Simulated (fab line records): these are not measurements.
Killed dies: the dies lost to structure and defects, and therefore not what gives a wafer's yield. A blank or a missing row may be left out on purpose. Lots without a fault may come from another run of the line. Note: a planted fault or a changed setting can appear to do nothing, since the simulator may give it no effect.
fab line records	flow n5-finfet
record lots=9	wafers=27	last-day=18
route steps=1938 shown STI_FIN_REVEAL@184 DUMMY_GATE@215 BEOL_M4@1111 PASSIVATION@1936
lots that met no fault: from a run of the same line without faults
start-h: hours from the record's opening day to when the first of the lot's shown wafers began	wait-h: hours since the lot's step before	" identical to the entry in the row above	L1.1+2: several wafers, shown together as one row	- either no value or no given start	* or withheld: withheld	< > ~ a bound
route shown NAME@n: names a module that has steps shown in the file, with the first one's number in the route	usual: mean/standard deviation of fault-free wafers	same: alike in all rows	chamber/n: place in a boat	sites: each site's reading	_std_site: standard deviation across them	_edge_site: the outer-site mean with the inner-site mean subtracted	radius-mm: for every site, how far away it sits from the centre of the wafer	mask NAME#n: copy n	behind: the tool/chamber that last shaped the wafer	hold: why the lot went on hold/how many hours it stayed there/how the hold came to an end	device: names the non-switching transistor (n, p or np)	end of line: the same wafers' tests at the end of the route	a step without rows: its recipe alone	killed: dies lost to structure and defects at the first sort, not the wafer's yield	map: the dies of a wafer, with x for killed, . for not killed, _ for no die there
set.NAME: the run value of the setting; set.NAME@STEP: its run value at that earlier step	model.NAME: the simulator's own value behind a step, which no gauge read
one table for each step of the route and one row for each wafer, over a sample of lots
services: from which hour (start-h, from the record's first day; less than 0 if before it) a tool's chamber was out of use, for how many hours, and why
## steps
# step N5_STI_FIN_REVEAL_ALD_14
# recipe material=Si3N4	target-thk-a=30	temp-c=400	ald-precursor-family=SiH2I2	ald-co-reactant=N2/H2-plasma	pressure-torr=2
# usual heater-power-outer-w=521/50	heater-power-w=861/78
lot.wafer	tool	chamber	start-h	wait-h	heater-power-outer-w	heater-power-w
L978.1	ald-sin-03	2	28.54	0.0	522	869
L978.2	"	1	"	"	541	900
L978.3	"	3	"	"	556	878
L983.3	ald-sin-03	1	59.74	0.0	543	916
L983.4	"	2	"	"	520	876
L983.6	"	3	"	"	557	890
L984.1	ald-sin-04	1	64.60	0.0	534	853
L984.4	"	3	"	"	470	772
L984.6	"	1	"	"	529	840
L985.1	ald-sin-03	3	72.62	0.0	558	892
L985.2	"	0	"	"	551	914
L985.5	"	0	"	"	553	933
L986.1	ald-sin-03	0	78.42	0.0	553	941
L986.4	"	1	"	"	546	910
L986.5	"	2	"	"	514	869
L987.1	ald-sin-04	1	86.00	0.0	516	855
L987.2	"	2	"	"	426	713
L987.5	"	1	"	"	514	854
L999.2	ald-sin-03	2	153.77	0.0	525	918
L999.4	"	1	"	"	557	915
L999.5	"	0	"	"	555	953
L100.1	ald-sin-03	0	159.52	0.0	558	945
L100.2	"	3	"	"	560	871
L100.4	"	1	"	"	555	904
L101.4	ald-sin-04	2	165.74	0.0	423	701
L101.5	"	0	"	"	514	889
L101.6	"	3	"	"	479	788
# step N5_STI_FIN_REVEAL_OXIDATION_33
# recipe chemistry=O2_PLASMA_REMOTE	temp-c=150	time-s=20	pressure-mtorr=1000	source-power-w=2000	o2-flow-sccm=3000
# usual drypump-motor-current-A=5.76/0.24	heater-power-w=146/13	o2-flow-sccm=2999/9.3
lot.wafer	tool	chamber	start-h	wait-h	drypump-motor-current-A	heater-power-w	o2-flow-sccm	rf-hours-counter-h
L978.1	plasma-asher-01	0	37.07	0.0	5.90	158	3000	79
L978.2	"	1	"	"	5.22	166	3016	79
L978.3	"	1	"	"	5.25	164	3011	-
L983.3	plasma-asher-02	0	68.23	0.0	5.83	137	3008	-
L983.4	"	1	"	"	5.95	137	3001	-
L983.6	"	1	"	"	5.91	137	3014	-
L984.1	plasma-asher-02	1	73.17	0.0	5.95	135	2991	38
L984.4	"	0	"	"	5.79	138	2993	-
L984.6	"	1	"	"	5.91	138	3005	-
L985.1	plasma-asher-02	1	81.14	0.0	5.90	134	2991	39
L985.2	"	0	"	"	5.78	135	2990	39
L985.5	"	0	"	"	5.80	135	2999	-
L986.1	plasma-asher-02	0	86.90	0.0	5.80	140	3000	41
L986.4	"	1	"	"	5.92	136	3005	-
L986.5	"	1	"	"	5.94	136	2982	-
L987.1	plasma-asher-01	0	94.56	0.0	5.90	157	2987	90
L987.2	"	1	"	"	5.29	168	2993	90
L987.5	"	1	"	"	5.29	166	2999	-
L999.2	plasma-asher-02	0	162.11	0.0	5.83	140	2995	56
L999.4	"	1	"	"	5.94	139	2990	-
L999.5	"	1	"	"	5.93	135	3011	-
L100.1	plasma-asher-02	0	167.95	0.0	5.81	140	2996	57
L100.2	"	1	"	"	5.91	138	2998	57
L100.4	"	1	"	"	5.93	135	2998	-
L101.4	plasma-asher-01	0	174.50	0.0	5.92	151	3003	-
L101.5	"	1	"	"	5.27	166	2994	-
L101.6	"	0	"	"	5.92	155	3002	-
# step N5_STI_FIN_REVEAL_INSPECT_13
# recipe inspect-instrument=darkfield	mode=post-clean
# usual raw-defect-count=11/5
lot.wafer	tool	chamber	start-h	wait-h	raw-defect-count
L978.1	defect-inspect-02	-	37.36	0.0	12
L978.2	"	-	"	"	17
L978.3	"	-	"	"	10
L983.3	defect-inspect-01	-	68.49	0.0	10
L983.4	"	-	"	"	13
L983.6	"	-	"	"	18
L984.1	defect-inspect-01	-	73.45	0.0	8
L984.4	"	-	"	"	29
L984.6	"	-	"	"	3
L985.1	defect-inspect-01	-	81.43	0.0	19
L985.2	"	-	"	"	10
L985.5	"	-	"	"	19
L986.1	defect-inspect-01	-	87.18	0.0	12
L986.4	"	-	"	"	8
L986.5	"	-	"	"	8
L987.1	defect-inspect-02	-	94.85	0.0	11
L987.2	"	-	"	"	6
L987.5	"	-	"	"	9
L999.2	defect-inspect-02	-	162.40	0.0	6
L999.4	"	-	"	"	4
L999.5	"	-	"	"	11
L100.1	defect-inspect-01	-	168.24	0.0	19
L100.2	"	-	"	"	6
L100.4	"	-	"	"	8
L101.4	defect-inspect-01	-	174.77	0.0	12
L101.5	"	-	"	"	6
L101.6	"	-	"	"	12
# step N5_DUMMY_GATE_CVD_03
# recipe material=a-Si	target-thk-a=1500	temp-c=530	precursor=SiH4	time-s=8042
# usual spike-tc-bottom-C=549.8/1.4	spike-tc-centre-C=531.5/0.37	spike-tc-lower-C=529.7/1.1	spike-tc-top-C=552.3/2	spike-tc-upper-C=530.5/0.67	susceptor-temp-C=529.97/0.19	zone-power-bottom-pct=10.72/0.21
lot.wafer	tool	chamber	start-h	wait-h	spike-tc-bottom-C	spike-tc-centre-C	spike-tc-lower-C	spike-tc-top-C	spike-tc-upper-C	susceptor-temp-C	zone-power-bottom-pct
L978.1	lpcvd-01	1/40	37.56	0.1	548.6	531.0	529.4	551.3	531.1	530.15	10.78
L978.2	"	1/45	"	"	548.6	531.0	529.4	551.3	531.1	530.15	10.78
L978.3	"	1/50	"	"	548.6	531.0	529.4	551.3	531.1	530.15	10.78
L983.3	lpcvd-01	1/25	68.69	0.1	549.3	531.9	529.2	551.8	531.7	529.88	10.87
L983.4	"	1/29	"	"	549.3	531.9	529.2	551.8	531.7	529.88	10.87
L983.6	"	1/39	"	"	549.3	531.9	529.2	551.8	531.7	529.88	10.87
L984.1	lpcvd-01	0/65	73.85	0.1	549.2	531.5	528.3	554.5	529.4	529.90	10.88
L984.4	"	0/79	"	"	549.2	531.5	528.3	554.5	529.4	529.90	10.88
L984.6	"	0/89	"	"	549.2	531.5	528.3	554.5	529.4	529.90	10.88
L985.1	lpcvd-01	0/90	81.63	0.1	549.2	532.1	528.5	554.5	530.1	530.05	10.87
L985.2	"	0/95	"	"	549.2	532.1	528.5	554.5	530.1	530.05	10.87
L985.5	"	0/109	"	"	549.2	532.1	528.5	554.5	530.1	530.05	10.87
L986.1	lpcvd-01	1/15	91.26	0.1	562.0	544.6	542.7	564.0	544.0	543.09	11.28
L986.4	"	1/29	"	"	562.0	544.6	542.7	564.0	544.0	543.09	11.28
L986.5	"	1/34	"	"	562.0	544.6	542.7	564.0	544.0	543.09	11.28
L987.1	lpcvd-01	1/90	98.58	0.1	561.9	544.8	542.4	563.7	544.4	543.09	11.36
L987.2	"	1/95	"	"	561.9	544.8	542.4	563.7	544.4	543.09	11.36
L987.5	"	1/109	"	"	561.9	544.8	542.4	563.7	544.4	543.09	11.36
L999.2	lpcvd-01	1/70	162.59	0.1	549.7	530.5	529.9	552.0	531.0	529.88	10.82
L999.4	"	1/79	"	"	549.7	530.5	529.9	552.0	531.0	529.88	10.82
L999.5	"	1/84	"	"	549.7	530.5	529.9	552.0	531.0	529.88	10.82
L100.1	lpcvd-01	0/40	168.44	0.1	548.8	531.8	528.4	554.3	529.6	529.93	10.92
L100.2	"	0/45	"	"	548.8	531.8	528.4	554.3	529.6	529.93	10.92
L100.4	"	0/54	"	"	548.8	531.8	528.4	554.3	529.6	529.93	10.92
L101.4	lpcvd-02	1/29	174.96	0.0	550.4	532.2	531.9	549.4	529.9	529.77	10.60
L101.5	"	1/34	"	"	550.4	532.2	531.9	549.4	529.9	529.77	10.60
L101.6	"	1/39	"	"	550.4	532.2	531.9	549.4	529.9	529.77	10.60
# step N5_DUMMY_GATE_CMP_04
# recipe material=a-Si	post-cmp-clean=alkaline-brush
# usual motor-current-A=10.5/1.1	retaining-ring-pressure-frac=1.000/0.0052	time-to-endpoint-s=13.3/2.6
lot.wafer	tool	chamber	start-h	wait-h	motor-current-A	retaining-ring-pressure-frac	time-to-endpoint-s
L978.3	cmp-02	0	41.31	0.0	9.9	1.000	14.5
L978.1	"	1	"	"	9.2	1.002	12.0
L978.2	"	3	"	"	11.7	0.990	12.1
L983.3	cmp-03	0	72.46	0.1	9.0	1.007	13.6
L983.4	"	2	"	"	11.6	0.996	16.2
L983.6	"	3	"	"	11.5	1.006	11.2
L984.1	cmp-02	2	77.65	0.1	11.0	1.003	10.6
L984.4	"	3	"	"	11.8	1.001	12.2
L984.6	"	0	"	"	10.1	0.994	12.1
L985.2	cmp-03	2	85.36	0.0	12.1	1.005	18.8
L985.1	"	1	"	"	11.2	0.993	14.3
L985.5	"	3	"	"	13.0	1.002	12.2
L986.1	cmp-02	2	95.01	0.0	10.5	1.001	20.9
L986.4	"	0	"	"	10.0	1.002	22.4
L986.5	"	3	"	"	11.7	1.002	22.4
L987.1	cmp-01	2	102.31	0.0	9.8	1.007	26.1
L987.2	"	1	"	"	9.6	0.993	31.1
L987.5	"	2	"	"	9.2	1.002	23.9
L999.4	cmp-02	2	168.15	0.0	10.6	0.982	11.9
L999.2	"	1	"	"	9.1	1.000	10.0
L999.5	"	3	"	"	11.3	1.004	9.7
L100.2	cmp-03	3	172.19	0.0	11.6	1.003	12.5
L100.4	"	0	"	"	9.3	1.005	15.2
L100.1	"	1	"	"	11.3	1.006	11.6
L101.4	cmp-01	0	178.73	0.1	8.3	0.998	11.2
L101.6	"	3	"	"	10.8	0.995	16.1
L101.5	"	0	"	"	8.8	0.994	12.2
# step N5_BEOL_M4_RC_MEAS_101
# usual DIBL_N=36.9/1.7	DIBL_P=36.7/2.1	IOFF_N=0.17/0.032	IOFF_P=0.22/0.036	ION_N=674/12	ION_P=461/7	SS_N=71.7/0.6	SS_P=73.4/0.67	VT_N=249/3.1	VT_P=-250/3.2
lot.wafer	tool	chamber	start-h	wait-h	DIBL_N[mV/V]	DIBL_P[mV/V]	IOFF_N[nA/um]	IOFF_P[nA/um]	ION_N[uA/um]	ION_P[uA/um]	SS_N[mV/dec]	SS_P[mV/dec]	VT_N[mV]	VT_P[mV]
L978.1	prober-01	0	169.52	0.0	35.5	35.5	0.14	0.18	657	448	71.7	72.8	253	-254
L978.2	"	0	"	"	36.4	36.6	0.15	0.20	674	464	71.3	73.2	254	-251
L978.3	"	0	"	"	35.7	34.9	0.14	0.18	666	456	70.9	73.1	250	-251
L984.1	prober-01	0	196.96	0.0	38.8	41.7	0.23	0.27	694	468	72.2	74.3	245	-251
L984.4	"	0	"	"	36.9	38.2	0.18	0.21	676	452	71.8	73.9	250	-252
L984.6	"	0	"	"	37.5	38.4	0.19	0.21	683	456	71.6	74.3	248	-254
L983.3	prober-02	0	197.64	0.4	38.0	40.4	0.20	0.27	687	469	72.1	73.6	244	-246
L983.4	"	0	"	"	35.7	36.3	0.16	0.20	670	464	71.7	72.8	248	-251
L983.6	"	0	"	"	37.3	39.3	0.18	0.26	671	463	72.3	73.7	248	-248
L985.1	prober-01	0	200.16	0.0	36.3	36.9	0.17	0.23	685	471	71.0	73.6	245	-246
L985.2	"	0	"	"	35.7	35.5	0.14	0.21	662	460	71.5	73.7	250	-250
L985.5	"	0	"	"	37.0	37.6	0.17	0.25	676	467	71.1	72.9	248	-246
L986.1	prober-01	0	212.24	0.0	37.3	36.5	0.18	0.22	679	461	71.7	73.2	246	-251
L986.4	"	0	"	"	37.0	36.0	0.16	0.20	680	460	71.1	72.8	250	-249
L986.5	"	0	"	"	39.7	37.1	0.23	0.23	675	452	72.8	73.7	244	-251
L987.1	prober-01	0	221.92	0.0	34.8	34.7	0.15	0.20	662	461	71.6	72.5	251	-249
L987.2	"	0	"	"	34.6	34.8	0.13	0.21	657	454	70.7	71.8	253	-252
L987.5	"	0	"	"	35.2	35.8	0.15	0.23	673	464	71.5	72.8	251	-249
L999.2	prober-02	0	293.19	0.2	35.5	34.9	0.14	0.19	673	462	72.0	73.8	254	-250
L999.4	"	0	"	"	32.0	30.8	0.10	0.14	651	452	69.8	72.5	255	-255
L999.5	"	0	"	"	35.6	34.9	0.14	0.20	667	462	71.3	73.7	255	-251
L100.1	prober-02	0	295.20	0.0	37.5	38.7	0.20	0.28	681	473	72.4	74.4	244	-247
L100.2	"	0	"	"	38.9	40.3	0.23	0.30	696	471	72.0	74.2	245	-243
L100.4	"	0	"	"	35.0	35.1	0.14	0.22	660	468	71.2	73.2	251	-249
L101.4	prober-01	0	312.33	0.5	39.1	38.5	0.18	0.23	663	460	71.9	74.1	251	-249
L101.5	"	0	"	"	37.7	37.1	0.16	0.22	659	458	72.1	73.7	252	-248
L101.6	"	0	"	"	39.5	39.5	0.19	0.26	681	467	72.8	73.8	251	-247
# step N5_PASSIVATION_PROBE_49
# usual defect-limited-yield=91.7/1.5	killed_at_M0_to_M3=32/9.6	killed_at_M4_up=13/5.3	killed-at-contacts=12/6.8	killed-at-front-end=36/9.8	killed-at-other=4/3.1	killed-dies=98/17	killed-open=65/13	killed-short=32/8.5	sort_bin_5_function=4.9/0.93	sort_bin_6_memory=3.2/0.67	sort-n-pass=1082/17	sort-yield-pct=91.7/1.4
# same gross-dies=1180	killed-at-back-side=0	sort_bin_4_leakage[%]=0	sort_bin_8_speed[%]=0
lot.wafer	tool	chamber	start-h	wait-h	defect-limited-yield[%]	killed_at_M0_to_M3	killed_at_M4_up	killed-at-contacts	killed-at-front-end	killed-at-other	killed-dies	killed-open	killed-short	sort_bin_5_function[%]	sort_bin_6_memory[%]	sort-n-pass	sort-yield-pct[%]
L978.1	prober-01	-	272.12	0.0	92.8	33	10	14	28	0	85	63	21	4.7	2.4	1095	92.8
L978.2	prober-01	-	272.17	0.1	91.0	34	6	27	37	2	106	71	34	4.6	4.4	1074	91.0
L978.3	prober-01	-	272.22	0.1	91.3	42	7	15	37	2	103	64	38	5.3	3.1	1077	91.3
L985.1	prober-02	-	306.07	0.0	90.9	33	16	8	48	2	107	73	32	5.2	3.5	1073	90.9
L985.2	prober-02	-	306.12	0.1	91.5	28	15	14	43	0	100	69	28	4.7	3.6	1080	91.5
L985.5	prober-02	-	306.27	0.2	93.3	20	11	8	36	4	79	57	20	3.6	3.0	1101	93.3
L986.1	prober-02	-	309.88	0.0	91.3	23	24	20	34	2	103	81	22	5.2	3.3	1077	91.3
L986.4	prober-02	-	310.03	0.2	90.3	28	23	30	32	2	115	76	36	5.5	4.0	1065	90.3
L986.5	prober-02	-	310.08	0.2	89.2	31	25	31	35	5	127	70	56	6.2	4.1	1053	89.2
# killed by level:class
L978.1 BEOL_M0_SAQP:geometric-particle:open=14 STI_FIN_REVEAL:geometric-particle:open=12 MOL_CONTACT_COAG:geometric-particle:open=12 BEOL_M0_SAQP:geometric-particle:short=8 FIN_SAQP:geometric-particle:short=5 BEOL_M3:geometric-particle:open=5 FIN_SAQP:geometric-particle:open=4 BEOL_M1:geometric-particle:open=3
L978.2 MOL_CONTACT_COAG:geometric-particle:open=21 BEOL_M0_SAQP:geometric-particle:open=10 STI_FIN_REVEAL:geometric-particle:open=9 GATE_CUT:geometric-particle:short=7 BEOL_M3:geometric-particle:open=7 MOL_CONTACT_COAG:geometric-particle:short=6 DUMMY_GATE:geometric-particle:open=4 BEOL_M0_SAQP:geometric-particle:short=4
L978.3 BEOL_M0_SAQP:geometric-particle:short=15 MOL_CONTACT_COAG:geometric-particle:open=13 BEOL_M0_SAQP:geometric-particle:open=11 FIN_SAQP:geometric-particle:short=8 STI_FIN_REVEAL:geometric-particle:open=7 DUMMY_GATE:geometric-particle:open=7 FIN_SAQP:geometric-particle:open=6 BEOL_M3:geometric-particle:open=6
L985.1 STI_FIN_REVEAL:geometric-particle:open=13 BEOL_M0_SAQP:geometric-particle:open=13 FIN_SAQP:geometric-particle:open=12 MOL_CONTACT_COAG:geometric-particle:open=8 BEOL_M0_SAQP:geometric-particle:short=7 BEOL_M1:geometric-particle:open=5 FIN_SAQP:geometric-particle:short=4 GATE_CUT:geometric-particle:short=4
L985.2 STI_FIN_REVEAL:geometric-particle:open=13 MOL_CONTACT_COAG:geometric-particle:open=12 FIN_SAQP:geometric-particle:short=8 BEOL_M1:geometric-particle:open=8 BEOL_M0_SAQP:geometric-particle:open=6 FIN_SAQP:geometric-particle:open=5 BEOL_M0_SAQP:geometric-particle:short=5 BEOL_M2:geometric-particle:open=5
L985.5 STI_FIN_REVEAL:geometric-particle:open=15 GATE_CUT:geometric-particle:short=7 MOL_CONTACT_COAG:geometric-particle:open=7 BEOL_M2:geometric-particle:open=6 DUMMY_GATE:geometric-particle:open=4 BEOL_M0_SAQP:geometric-particle:open=4 BEOL_M3:geometric-particle:open=4 FIN_SAQP:geometric-particle:open=3
L986.1 MOL_CONTACT_COAG:geometric-particle:open=16 STI_FIN_REVEAL:geometric-particle:open=12 BEOL_M4:geometric-particle:open=9 FIN_SAQP:geometric-particle:short=6 BEOL_M0_SAQP:geometric-particle:open=6 DUMMY_GATE:geometric-particle:open=5 BEOL_M0:geometric-particle:open=5 BEOL_M3:geometric-particle:open=5
L986.4 MOL_CONTACT_COAG:geometric-particle:open=25 BEOL_M4:geometric-particle:open=13 FIN_SAQP:geometric-particle:short=7 BEOL_M0_SAQP:geometric-particle:short=7 BEOL_M3:geometric-particle:open=6 STI_FIN_REVEAL:geometric-particle:open=5 MOL_CONTACT_COAG:geometric-particle:short=5 BEOL_M0_SAQP:geometric-particle:open=4
L986.5 MOL_CONTACT_COAG:geometric-particle:open=26 FIN_SAQP:geometric-particle:short=12 BEOL_M4:geometric-particle:short=10 BEOL_M0_SAQP:geometric-particle:short=10 BEOL_M4:geometric-particle:open=9 BEOL_M0_SAQP:geometric-particle:open=7 FIN_SAQP:geometric-particle:open=5 MOL_CONTACT_COAG:geometric-particle:short=5
## services
tool	chamber	start-h	hours	kind
plasma-asher-02	-	5.48	6.1	repair
lpcvd-02	-	22.98	1.0	repair
ald-sin-04	1	23.18	4.0	repair
cmp-03	-	24.87	0.9	repair
cmp-02	-	27.84	1.1	repair
ald-sin-03	0	28.07	2.9	repair
cmp-02	-	49.85	4.0	pm
cmp-02	-	53.85	-	consumable-replace:conditioner
cmp-02	-	53.85	-	consumable-replace:pad
cmp-02	-	65.13	3.5	repair
ald-sin-04	-	76.36	0.5	repair
cmp-01	-	79.84	2.9	repair
plasma-asher-02	-	95.13	2.8	pm
ald-sin-03	-	99.72	6.0	pm
lpcvd-02	-	106.49	6.1	pm
cmp-01	-	118.20	5.5	pm
cmp-01	-	124.34	0.6	repair
cmp-03	-	134.79	2.7	repair
cmp-01	-	144.90	0.5	repair
lpcvd-01	-	150.49	1.6	repair
plasma-asher-01	-	152.33	4.6	repair
cmp-01	-	159.29	16.0	pm
cmp-03	-	166.05	3.6	pm
ald-sin-04	-	177.36	14.0	pm
## key
first-sign step=N5_DUMMY_GATE_CVD_03	reading=susceptor-temp-C	direction=up	sigmas=70	usual=*	struck=*
effect step=N5_DUMMY_GATE_CVD_03	reading=spike-tc-centre-C	direction=up	sigmas=35	usual=531.5	struck=544.7
effect step=N5_DUMMY_GATE_CMP_04	reading=time-to-endpoint-s	direction=up	sigmas=4.3	usual=*	struck=*
met-at N5_DUMMY_GATE_CVD_03
struck-lots L986,L987
struck-wafers L986.1,L986.4,L986.5,L987.1,L987.2,L987.5
not-acting-at N5_STI_FIN_REVEAL_ALD_14,N5_STI_FIN_REVEAL_OXIDATION_33,N5_STI_FIN_REVEAL_INSPECT_13
onset-between 68.69 91.26
fault kind=process-parameter-drift	tool=lpcvd-01	chamber=1	onset-h=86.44	steps=N5_DUMMY_GATE_CVD_03	channel=temp-c	offset=*	shape=step	end-h=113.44	acts-in=*	stated=*
